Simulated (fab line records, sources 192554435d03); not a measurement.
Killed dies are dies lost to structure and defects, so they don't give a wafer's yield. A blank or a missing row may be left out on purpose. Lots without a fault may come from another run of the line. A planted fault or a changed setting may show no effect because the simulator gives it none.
Which tool did it? | flow n5_finfet | 9 lots, 27 wafers sampled, at 2 steps of a route of 1938

WHAT THE GAUGES READ, wafer by wafer
N5_BEOL_M11_CD_MEAS_28: target cd 70 nm.
lot  | measured     | on        | cd_nm (nm)
L473 | day 13 03:11 | cd_sem-01 | 70.4 70.6 70.1
L475 | day 14 01:41 | cd_sem-02 | 71.8 71.0 68.8
L478 | day 14 13:14 | cd_sem-03 | 69.2 69.4 70.6
L479 | day 14 16:19 | cd_sem-03 | 70.0 69.4 69.3
L483 | day 15 20:19 | cd_sem-01 | 69.9 71.3 70.4
L482 | day 16 10:16 | cd_sem-01 | 68.0 68.5 70.1
L486 | day 16 18:16 | cd_sem-02 | 67.9 68.3 66.3
L490 | day 18 13:59 | cd_sem-01 | 72.4 68.6 70.4
L494 | day 19 00:13 | cd_sem-03 | 69.1 69.6 69.9

WHICH TOOL RAN EACH LOT (tool, then ch and the chambers of the sampled wafers, then the start)
lot  | N5_BEOL_M11_ETCH_61
L473 | rie_diel-03 ch 1,2,3, day 13 01:53
L475 | rie_diel-02 ch 1,2, day 13 23:41
L478 | rie_diel-03 ch 1,2, day 14 11:37
L479 | rie_diel-06 ch 0,1,3, day 14 15:04
L483 | rie_diel-03 ch 1,2,3, day 15 19:14
L482 | rie_diel-02 ch 2,3, day 16 08:02
L486 | rie_diel-02 ch 0,1, day 16 16:32
L490 | rie_diel-03 ch 1,2,3, day 18 12:44
L494 | rie_diel-03 ch 0,2,3, day 18 23:10
- N5_BEOL_M11_ETCH_61: etches SiARC in CF4, target depth 39 nm, time 65 s.

THE ANSWER, worked out from the rows above alone
Rule: what is usual is taken from the lots themselves. Put in order of their means at a reading, lots are off if they are a third of the lots or fewer, leave a main group of 4 or more, and stand apart from it by a gap of 3 or more times the standard deviation of the main group's means; of several such gaps the widest counts. A main group whose means are all the same, to the digits that the tables above print for the reading, isn't used. A lot without any number at a reading at which 4 lots or more have one is off too. The other lots that the step has rows for count as sound.
No lot is off at any reading shown: from this, nothing can be told.

WHAT THE SIMULATOR HAD PUT IN
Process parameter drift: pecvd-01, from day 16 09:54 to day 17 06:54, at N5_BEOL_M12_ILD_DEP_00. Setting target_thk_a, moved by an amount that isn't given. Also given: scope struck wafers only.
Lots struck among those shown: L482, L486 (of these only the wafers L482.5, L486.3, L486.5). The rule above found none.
